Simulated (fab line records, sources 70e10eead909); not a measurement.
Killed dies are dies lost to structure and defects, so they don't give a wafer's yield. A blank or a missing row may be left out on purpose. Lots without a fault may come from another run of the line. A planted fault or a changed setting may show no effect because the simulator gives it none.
Which tool did it? | flow nand_harc | 7 lots, 21 wafers sampled, at 1 step of a route of 1302

WHAT THE GAUGES READ, wafer by wafer
NHARC_A_M0_THK_MEAS_24: measures by xrf.
lot  | measured     | on            | thk_nm (nm)
L415 | day 23 03:20 | film_metro-02 | 110.0 111.9 112.9
L418 | day 24 03:33 | film_metro-02 | 110.4 114.8 114.2
L427 | day 27 06:20 | film_metro-01 | 112.9 113.3 113.2
L428 | day 28 13:55 | film_metro-01 | 116.6 113.9 117.5
L432 | day 29 13:44 | film_metro-02 | 113.8 113.5 113.6
L437 | day 31 10:32 | film_metro-01 | 117.2 115.0 111.8
L438 | day 32 20:38 | film_metro-02 | 113.6 113.1 112.1

WHICH TOOL RAN EACH LOT (tool, then ch and the chambers of the sampled wafers, then the start)
The record holds no process step before these readings.

THE ANSWER, worked out from the rows above alone
Rule: what is usual is taken from the lots themselves. Put in order of their means at a reading, lots are off if they are a third of the lots or fewer, leave a main group of 4 or more, and stand apart from it by a gap of 3 or more times the standard deviation of the main group's means; of several such gaps the widest counts. A main group whose means are all the same, to the digits that the tables above print for the reading, isn't used. A lot without any number at a reading at which 4 lots or more have one is off too. The other lots that the step has rows for count as sound.
No lot is off at any reading shown: from this, nothing can be told.

WHAT THE SIMULATOR HAD PUT IN
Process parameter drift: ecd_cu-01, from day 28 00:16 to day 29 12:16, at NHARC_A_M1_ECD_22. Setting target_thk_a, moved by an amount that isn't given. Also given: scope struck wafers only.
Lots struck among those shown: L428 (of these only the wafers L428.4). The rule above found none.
